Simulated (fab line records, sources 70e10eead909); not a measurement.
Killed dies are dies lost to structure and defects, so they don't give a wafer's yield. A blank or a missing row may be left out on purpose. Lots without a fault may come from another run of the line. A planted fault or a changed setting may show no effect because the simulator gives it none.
One fault seen from 2 desks | flow nand_harc | each desk has only its own numbers; what lay behind them comes last

THE DEFECT DESK
What the inspections along the route counted, lot by lot: means of the sampled wafers that have a number. A lot is out of limits, marked OUT, if its mean lies more than 4 standard deviations from the usual mean; the brackets give that distance.
Columns: A = raw_defect_count at NHARC_A_CHANNEL_HOLE_D1_INSPECT_40, usual 73
lot  | first seen here | A
L572 | day 8 23:22     | 84
L574 | day 9 23:08     | 44
L575 | day 10 04:10    | 53
L577 | day 10 19:32    | 90
L576 | day 11 07:07    | 121
L580 | day 12 02:11    | 109
L581 | day 12 22:48    | 117
L583 | day 13 09:54    | 88
L586 | day 15 01:55    | 346 (+9.7) OUT
L588 | day 15 06:01    | 350 (+9.9) OUT
L594 | day 18 06:11    | 61
L595 | day 18 10:23    | 67
This desk's finding: out of limits on L586, L588; first on L586, day 15 01:55 (raw_defect_count at NHARC_A_CHANNEL_HOLE_D1_INSPECT_40). In limits: L572, L574, L575, L577, L576, L580, L581, L583, L594, L595.

THE TOOL OWNER'S DESK: wet_bench-02
The tool's own readings at NHARC_A_CHANNEL_HOLE_D1_PRECLEAN_28 (cleans in SC1): means of the sampled wafers that have a number, for each lot that ran on this tool. A lot is out of limits, marked OUT, if its mean lies more than 4 standard deviations from the usual mean; the brackets give that distance.
Columns: A = nh4oh_flow_mL_min at NHARC_A_CHANNEL_HOLE_D1_PRECLEAN_28, usual 28.31
lot  | first seen here | A
L572 | day 8 23:02     | 28.24
L577 | day 10 19:13    | 28.38
L581 | day 12 22:28    | 28.31
L583 | day 13 09:35    | 28.31
L586 | day 15 01:35    | 28.38
L588 | day 15 05:41    | 28.36
This desk's finding: nothing out of limits on any of the 6 lots.

PUT TOGETHER
The defect desk could have raised an alarm at day 15 01:55, on L586, L588.
The tool owner's desk saw nothing out of limits.
The tool owner's desk has L586, L588 on record, within its limits.
Of the lots named, all ran NHARC_A_CHANNEL_HOLE_D1_PRECLEAN_28 on wet_bench-02.

WHAT THE SIMULATOR HAD PUT IN
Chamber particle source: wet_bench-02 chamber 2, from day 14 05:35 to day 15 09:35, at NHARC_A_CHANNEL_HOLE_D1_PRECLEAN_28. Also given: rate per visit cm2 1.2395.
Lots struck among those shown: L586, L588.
Hours from the fault's start to each desk's first reading out of limits: the defect desk, 20.
